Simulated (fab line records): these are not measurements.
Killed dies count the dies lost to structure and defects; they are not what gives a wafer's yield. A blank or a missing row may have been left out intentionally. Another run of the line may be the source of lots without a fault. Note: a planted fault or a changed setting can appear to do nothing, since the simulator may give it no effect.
A lot that was struck, set against a sound lot + flow nand harc + 41 steps out of a route of 1159
Sound: wafers L692.1, L692.4, L692.5. Wafers L691.2, L691.4, L691.6 were the ones struck. At the end, the cause is stated.
Per side, at each step with rows, come the tool, then ch with its chambers, and then its first start. Under that, the readings that differ: sound wafers + struck wafers + difference of the means + sigmas: that difference in standard deviations of wafers without a fault.
alike: a reading whose means differ by less than 2 such deviations, as well as words and numbers matching on both sides. not compared: withheld readings; readings where some wafer has no value; bounds like >300 that might hide an equal value; numbers whose values overlap and for which the record gives no deviation.
The two part at a step that has a row with sigmas, a row that says differs or no value, or rows on one side only. Numbers that don't overlap but have no deviation are shown without sigmas and don't part them. A reading missing from all wafers of one side parts the sides only when that side holds two or more wafers.

NHARC_A_M1_INSPECT_11:
  sound: defect inspect-01 at day 20 02:52; struck: defect inspect-02 at day 20 11:14
  alike: raw defect count
then, 1 step without rows for these wafers: NHARC_A_M1_DESCUM_14 (chemistry O2, time 3 s).
NHARC_A_M1_ETCH_35: etches the open film in N2/H2, target depth 40 nm, overetch 12 nm, time 43.94 s.
  sound on rie diel-06 ch 1,3, day 20 03:01; struck on rie diel-08 ch 0,1, day 20 11:23
| reading                     | sound       | struck      | difference | sigmas |
|-----------------------------|-------------|-------------|------------|--------|
| drypump motor current A (A) | 6.0 6.3 6.1 | 5.7 5.1 5.1 | -0.8       | -2     |
  alike: h2 flow sccm, oes product au, rf vpp V, showerhead plenum p Torr, throttle valve pct
  not compared: rf hours counter h
then, 1 step without rows for these wafers: NHARC_A_M1_ETCH_15 (etches the open film in C4F8/Ar, target depth 182.5 nm, time 91.2 s).
NHARC_A_M1_CD_MEAS_16:
  sound: cd sem-02 at day 20 03:14; struck: cd sem-01 at day 20 11:35
  alike: cd nm
then, 3 steps without rows for these wafers: NHARC_A_M1_STRIP_18 (strips in N2/H2); NHARC_A_M1_ETCH_28 (etches the open film in CF4/N2, target depth 30 nm, time 72.99 s); NHARC_A_M1_STRIP_19 (strips in post etch residue remover, time 600 s).
NHARC_A_M1_DEGAS_29: time 60 s.
  sound: pvd sputter-02 at day 20 03:58; struck: pvd sputter-03 at day 20 12:19
  alike: heater power w
then, 3 steps without rows for these wafers: NHARC_A_M1_PRE_CLEAN_30 (time 30 s); NHARC_A_M1_PVD_20 (deposits TaN, target thk 5 nm, time 8.06 s); NHARC_A_M1_PVD_21 (deposits Cu, target thk 30 nm, time 20.49 s).
NHARC_A_M1_ECD_22: material Cu, target thk 400 nm.
  sound on ecd cu-02 ch 0,1, day 20 04:19; struck on ecd cu-02 ch 0,1, day 20 12:40
then, 2 steps without rows for these wafers: NHARC_A_M1_ANNEAL_31 (time 90 s); NHARC_A_M1_CMP_23 (polishes, t overpolish 20 s, target thk 154.34 nm).
NHARC_A_M1_THK_MEAS_24: measures by xrf.
  sound: film metro-01 at day 20 05:21; struck: film metro-02 at day 20 13:42
  alike: thk nm
then, 2 steps without rows for these wafers: NHARC_A_M1_SRD_25; NHARC_A_M1_PRE_CLEAN_32 (time 12 s).
NHARC_A_M1_DEP_33: deposits SiCN, target thk 30 nm.
  sound on pecvd-01 ch 0,2, day 20 05:39; struck on pecvd-04 ch 1,2, day 20 14:03
  alike: heater power outer w, heater power w
NHARC_A_BONDPAD_DEP_00: deposits SiCN, target thk 250 nm.
  sound on pecvd-02 ch 0,1, day 20 06:16; struck on pecvd-01 ch 1,2, day 20 14:37
| reading                  | sound       | struck      | difference | sigmas |
|--------------------------|-------------|-------------|------------|--------|
| heater power outer w (W) | 420 303 435 | 252 265 318 | -108       | -2     |
| heater power w (W)       | 823 501 821 | 505 503 548 | -196       | -2     |
then, 1 step without rows for these wafers: NHARC_A_BONDPAD_CMP_29 (polishes SiCN, target thk 200 nm).
NHARC_A_BONDPAD_THK_MEAS_30: measures by ellipsometry.
  sound: film metro-02 at day 20 06:53; struck: film metro-01 at day 20 15:13
  alike: thk nm
then, 10 steps without rows for these wafers: NHARC_A_BONDPAD_SRD_31; NHARC_A_BONDPAD_DEHYDRATE_01 (time 120 s); NHARC_A_BONDPAD_HMDS_02 (time 30 s); NHARC_A_BONDPAD_COAT_33 (time 65 s); NHARC_A_BONDPAD_COAT_03 (resist thk 600 nm); NHARC_A_BONDPAD_SOFTBAKE_04 (time 70 s); NHARC_A_BONDPAD_EBR_05; NHARC_A_BONDPAD_EXPOSE_06 (exposes mask A BPAD); NHARC_A_BONDPAD_PEB_07 (peb time 80 s); NHARC_A_BONDPAD_DEVELOP_08 (time 50 s).
NHARC_A_BONDPAD_CD_MEAS_09: target cd 500 nm.
  sound on cd sem-02 ch 0, day 20 07:19; struck on cd sem-01 ch 0, day 20 15:40
  alike: cd nm
NHARC_A_BONDPAD_OVL_MEAS_35:
  sound: overlay-02 at day 20 07:25; struck: overlay-01 at day 20 15:46
  alike: overlay x nm, overlay y nm
then, 3 steps without rows for these wafers: NHARC_A_BONDPAD_HARDBAKE_10 (time 65 s); NHARC_A_BONDPAD_DESCUM_11 (chemistry O2, time 3 s); NHARC_A_BONDPAD_ETCH_34 (etches the open film in N2/H2, target depth 60 nm, overetch 18 nm, time 65.91 s).
NHARC_A_BONDPAD_ETCH_12: etches the open film in CHF3/O2, target depth 220 nm, time 110 s.
  sound: rie diel-09 ch 0,2,3; struck: rie diel-09 ch 0,1,3
  alike: drypump motor current A, oes product au, rf vpp V, showerhead plenum p Torr, throttle valve pct
  not compared: rf hours counter h
NHARC_A_BONDPAD_CD_MEAS_13:
  sound: cd sem-03 at day 20 07:51; struck: cd sem-01 at day 20 16:14
  alike: cd nm
then, 1 step without rows for these wafers: NHARC_A_BONDPAD_STRIP_15 (strips in O2).
NHARC_END_SORT_01:
  the record has rows for the struck wafers here (prober-02 ch 0, day 22 02:04) and none for the sound ones

## WHERE THEY PART
At NHARC_A_M1_ETCH_35 first; at NHARC_END_SORT_01 last (within this record only).

WHY: the cause the simulator had injected
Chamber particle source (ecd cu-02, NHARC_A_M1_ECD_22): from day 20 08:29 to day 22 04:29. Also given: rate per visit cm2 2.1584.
